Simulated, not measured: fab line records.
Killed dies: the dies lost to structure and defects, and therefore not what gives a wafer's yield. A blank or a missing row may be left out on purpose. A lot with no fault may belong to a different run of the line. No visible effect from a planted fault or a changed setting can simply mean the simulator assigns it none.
Matching of chambers ; flow n5 finfet ; N5_BEOL_M11_ETCH_65 on rie diel-02 has 4 sister chambers
The step etches SiARC in CF4, target depth 39 nm, time 65 s. 8 wafers are shown with their chamber, then 12 later ones without.

## WAFERS PAIRED WITH THEIR CHAMBERS
wafer;chamber;showerhead plenum p Torr (Torr);drypump motor current A (A)
L082.2;0;2.09;5.6
L082.3;3;2.07;5.8
L088.1;3;2.06;5.8
L088.2;1;2.17;6.4
L088.4;2;2.21;6.1
L093.1;0;2.08;5.6
L093.2;1;2.17;6.3
L093.3;2;2.21;6.0

## WAFERS MISSING THEIR CHAMBER
wafer;showerhead plenum p Torr (Torr);drypump motor current A (A)
L093.4;2.06;5.8
L093.5;2.21;6.1
L093.6;2.17;6.3
L095.4;2.17;6.3
L095.5;2.17;6.3
L095.6;2.20;6.0
L096.1;2.17;6.3
L096.2;2.07;5.6
L096.3;2.20;6.0
L096.4;2.06;5.8
L096.5;2.06;5.8
L096.6;2.07;5.7

## THE CHAMBER EACH PASSED THROUGH
wafer;from the rows above;in truth
L093.4;3;3
L093.5;2;2
L093.6;1;1
L095.4;1;1
L095.5;1;1
L095.6;2;2
L096.1;1;1
L096.2;can't be placed: 0 or 3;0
L096.3;2;2
L096.4;3;3
L096.5;3;3
L096.6;can't be placed: 3 or 0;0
10 of 12 placed correctly. Can't be placed from these rows: 2 (the true chamber is among the candidates in 2). 0 placed wrongly.
How it was worked out, from the rows above alone: a wafer's distance from a chamber is the root of the sum, over the readings, of the square of ((its reading less the chamber's mean) divided by the reading's scatter). The wafer belongs to the nearest chamber; if the next one is less than 2 further off, it can't be placed. Each chamber's mean is taken over the wafers shown for it. The scatter: take each reading less its chamber's mean, square it, sum over the shown wafers, divide by the number of wafers less the number of chambers, and take the root.
